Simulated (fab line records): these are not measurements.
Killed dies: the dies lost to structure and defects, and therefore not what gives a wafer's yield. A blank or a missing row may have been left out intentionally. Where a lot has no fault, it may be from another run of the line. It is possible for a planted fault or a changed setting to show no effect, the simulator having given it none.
Which of the tools did it? | flow nand_harc | Sampling: 11 lots, 33 wafers, 3 of 1302 route steps

## WHAT THE GAUGES READ, wafer by wafer
NHARC_A_M0_CD_MEAS_09 targets a cd of 80 nm.
lot  | measured     | on        | cd_nm (nm)
L887 | day 23 15:49 | cd_sem-02 | 79.5 79.8 80.0
L889 | day 24 06:53 | cd_sem-01 | 79.4 79.6 79.9
L886 | day 24 13:11 | cd_sem-02 | 79.4 79.6 80.0
L891 | day 25 21:08 | cd_sem-02 | 79.4 79.6 80.3
L893 | day 26 19:04 | cd_sem-03 | 81.4 80.4 81.0
L897 | day 28 02:01 | cd_sem-02 | 79.1 79.4 79.2
L900 | day 30 08:14 | cd_sem-02 | 107.3 107.7 107.1
L902 | day 30 15:34 | cd_sem-01 | 104.0 103.5 103.8
L905 | day 30 22:27 | cd_sem-02 | 80.5 80.1 80.8
L906 | day 31 13:18 | cd_sem-03 | 80.8 80.8 80.2
L907 | day 32 04:13 | cd_sem-01 | 80.7 80.4 80.4

## WHICH TOOL RAN EACH LOT (tool, then ch and the chambers of the sampled wafers, then the start)
lot  | NHARC_A_BLC_STRIP_29               | NHARC_A_M0_EXPOSE_06
L887 | rie_diel-11 ch 0,3, day 23 13:06   | arfi_scanner-01 ch 0, day 23 15:40
L889 | rie_diel-06 ch 0,2,3, day 24 04:13 | arfi_scanner-01 ch 0, day 24 06:45
L886 | rie_diel-11 ch 0,2,3, day 24 10:16 | arfi_scanner-03 ch 0, day 24 13:02
L891 | rie_diel-11 ch 2,3, day 25 18:18   | arfi_scanner-02 ch 0, day 25 21:00
L893 | rie_diel-09 ch 0,1, day 26 16:20   | arfi_scanner-02 ch 0, day 26 18:56
L897 | rie_diel-06 ch 0,1,2, day 27 23:12 | arfi_scanner-03 ch 0, day 28 01:53
L900 | rie_diel-06 ch 0,1, day 30 05:17   | arfi_scanner-03 ch 0, day 30 08:07
L902 | rie_diel-11 ch 1,2, day 30 12:52   | arfi_scanner-03 ch 0, day 30 15:25
L905 | rie_diel-06 ch 0,2, day 30 19:37   | arfi_scanner-02 ch 0, day 30 22:18
L906 | rie_diel-06 ch 0,3, day 31 10:35   | arfi_scanner-02 ch 0, day 31 13:10
L907 | rie_diel-09 ch 1,3, day 32 01:22   | arfi_scanner-01 ch 0, day 32 04:04
- NHARC_A_BLC_STRIP_29: strips in CF4.
- NHARC_A_M0_EXPOSE_06: exposes mask A M0, target cd 80 nm.

## THE ANSWER, worked out from the rows above alone
Rule: what is usual is taken from the lots themselves. Put in order of their means at a reading, lots are off if they are a third of the lots or fewer, leave a main group of 4 or more, and stand apart from it by a gap of 3 or more times the standard deviation of the main group's means; of several such gaps the widest counts. The tables above print the reading to a certain number of digits; a main group whose means all agree to those digits is not used. Also off: a lot with no number at a reading for which 4 or more lots have one. All remaining lots with rows at the step are treated as sound.
Off: L900, L902, at NHARC_A_M0_CD_MEAS_09 (cd_nm). For the main group the mean is 80.1 nm and the standard deviation 0.54.
A tool fits if, at a process step before that reading, it ran every lot that is off, and no sound lot after the first of them. Gauges at NHARC_A_M0_CD_MEAS_09: tried the same way as those tools. One fits: arfi_scanner-03 at NHARC_A_M0_EXPOSE_06. A fault onset in the window from L897 (day 28 01:53, its last sound lot) to L900 (day 30 08:07, its first lot off) fits.

## WHAT WAS PUT IN BY THE SIMULATOR
Drift in process parameters on arfi_scanner-03 at NHARC_A_M0_EXPOSE_06, starting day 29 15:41. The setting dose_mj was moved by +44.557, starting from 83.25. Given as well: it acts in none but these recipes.
Struck lots among those shown: L900, L902. This agrees with what the rule above found.
